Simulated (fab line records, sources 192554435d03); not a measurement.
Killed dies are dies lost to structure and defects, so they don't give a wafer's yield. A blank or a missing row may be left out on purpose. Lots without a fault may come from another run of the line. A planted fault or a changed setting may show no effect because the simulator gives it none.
Split-lot experiment | flow n5_finfet | 7 lots, 39 wafers read, on a route of 1938 steps

THE SPLIT
At N5_BEOL_M6_ILD_DEP_00 (deposits SiCOH lowk from DEMS/porogen, target thk 179.75 nm, time 33.4 s), the setting target_thk_a was moved away from the recipe's 1797.5 angstrom on 18 of the 39 wafers read, by -55.5% to +23.3%. The other wafers ran this setting at the recipe's value.

FROM THE SPLIT TO THE READING: what the file shows between them, 1 step
- N5_BEOL_M6_CURE_74: cures SiCOH lowk, time 240 s

THE READING
M6_ILD_THK, in nm, at N5_BEOL_M6_THK_MEAS_01. Fault-free wafers of this fab line usually give 154.8 nm, standard deviation 2 nm.

wafer  | tool, chamber at the split | target_thk_a as run, angstrom | against the recipe | M6_ILD_THK, nm | against lot-mates on the recipe
L075.1 | pecvd-03, 1                | 800.3                         | -55.5%             | 67.7           | -84.9
L075.2 | pecvd-03, 2                | 800.3                         | -55.5%             | 66.6           | -86.0
L075.3 | pecvd-03, 0                | 1797.5                        | recipe             | 151.4          | -
L075.4 | pecvd-03, 1                | 1797.5                        | recipe             | 153.8          | -
L075.5 | pecvd-03, 0                | 1797.5                        | recipe             | 152.7          | -
L075.6 | pecvd-03, 2                | 800.3                         | -55.5%             | 67.3           | -85.3
L083.1 | pecvd-01, 0                | 1797.5                        | recipe             | 152.8          | -
L083.2 | pecvd-01, 2                | 1797.5                        | recipe             | 151.1          | -
L083.6 | pecvd-01, 0                | 1797.5                        | recipe             | 154.9          | -
L085.1 | pecvd-01, 0                | 1797.5                        | recipe             | 153.7          | -
L085.2 | pecvd-01, 2                | 1797.5                        | recipe             | 154.2          | -
L085.3 | pecvd-01, 1                | 2217                          | +23.3%             | 190.6          | +36.2
L085.4 | pecvd-01, 1                | 2217                          | +23.3%             | 195.8          | +41.4
L085.5 | pecvd-01, 0                | 2217                          | +23.3%             | 192.8          | +38.4
L085.6 | pecvd-01, 2                | 1797.5                        | recipe             | 155.3          | -
L086.1 | pecvd-02, 2                | 1797.5                        | recipe             | 154.9          | -
L086.2 | pecvd-02, 0                | 2181                          | +21.3%             | 186.0          | +30.7
L086.3 | pecvd-02, 1                | 1797.5                        | recipe             | 155.1          | -
L086.4 | pecvd-02, 2                | 1797.5                        | recipe             | 155.9          | -
L086.5 | pecvd-02, 1                | 2181                          | +21.3%             | 190.5          | +35.2
L086.6 | pecvd-02, 0                | 2181                          | +21.3%             | 188.0          | +32.7
L088.1 | pecvd-02, 0                | 1797.5                        | recipe             | 153.8          | -
L088.2 | pecvd-02, 1                | 2210                          | +22.9%             | 188.5          | +35.4
L088.3 | pecvd-02, 2                | 1797.5                        | recipe             | 150.7          | -
L088.4 | pecvd-02, 2                | 1797.5                        | recipe             | 154.8          | -
L088.5 | pecvd-02, 0                | 2210                          | +22.9%             | 192.0          | +38.9
L088.6 | pecvd-02, 1                | 2210                          | +22.9%             | 189.1          | +36.0
L089.1 | pecvd-01, 2                | 1797.5                        | recipe             | 151.3          | -
L089.2 | pecvd-01, 1                | 1259                          | -30.0%             | 107.4          | -47.3
L089.3 | pecvd-01, 1                | 1797.5                        | recipe             | 156.5          | -
L089.4 | pecvd-01, 2                | 1259                          | -30.0%             | 110.3          | -44.4
L089.5 | pecvd-01, 1                | 1797.5                        | recipe             | 156.3          | -
L089.6 | pecvd-01, 2                | 1259                          | -30.0%             | 110.0          | -44.7
L091.1 | pecvd-02, 1                | 1797.5                        | recipe             | 153.1          | -
L091.2 | pecvd-02, 0                | 1797.5                        | recipe             | 152.2          | -
L091.3 | pecvd-02, 2                | 1507                          | -16.2%             | 126.5          | -27.0
L091.4 | pecvd-02, 0                | 1507                          | -16.2%             | 128.4          | -25.1
L091.5 | pecvd-02, 2                | 1797.5                        | recipe             | 155.3          | -
L091.6 | pecvd-02, 1                | 1507                          | -16.2%             | 128.8          | -24.7

THE FIT
A straight line over all 39 wafers: M6_ILD_THK changes by +1.57 nm for each +1% of target_thk_a; r = +1.00; the points scatter about the line by 1.9 nm.
The same after taking each lot's own level away (the mean of its wafers on the recipe; 39 wafers): +1.56 nm for each +1%; r = +1.00; scatter 1.7 nm.
On that fit, the largest move of target_thk_a shifts the reading by 86 nm.
The lots' own levels span 152.63 to 155.30 nm, that is 1.3 times the standard deviation above.
So the lot-to-lot level changes the slope little: the two slopes agree.
Check: with one of the wafers moved furthest among these (-55.5%) left out of the fit, the line predicts -86.3 nm for it against its lot-mates. It came out at -84.9 nm against them.

THE WHOLE CHAIN: every reading that the file lists as answering this split, in the file's order
step                   | what it does                                                             | reading                                                                                  | change (the file's fit)              | r (the file's)
N5_BEOL_M6_ILD_DEP_00  | deposits SiCOH lowk from DEMS/porogen, target thk 179.75 nm, time 33.4 s | SiCOH_lowk_of_BEOL_M6_ILD_DEP_00.thk_nm (the simulator's own value, which no gauge read) | +1.79 nm for each +1% of the setting | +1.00
N5_BEOL_M6_CURE_74     | cures SiCOH lowk, time 240 s                                             | SiCOH_lowk_of_BEOL_M6_ILD_DEP_00.thk_nm (the simulator's own value, which no gauge read) | +1.56 nm for each +1% of the setting | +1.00
N5_BEOL_M6_THK_MEAS_01 |                                                                          | M6_ILD_THK                                                                               | +1.56 for each +1% of the setting    | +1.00

THE FILE'S OWN FIT
M6_ILD_THK changes by +1.56 nm for each +1% of target_thk_a, r = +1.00.
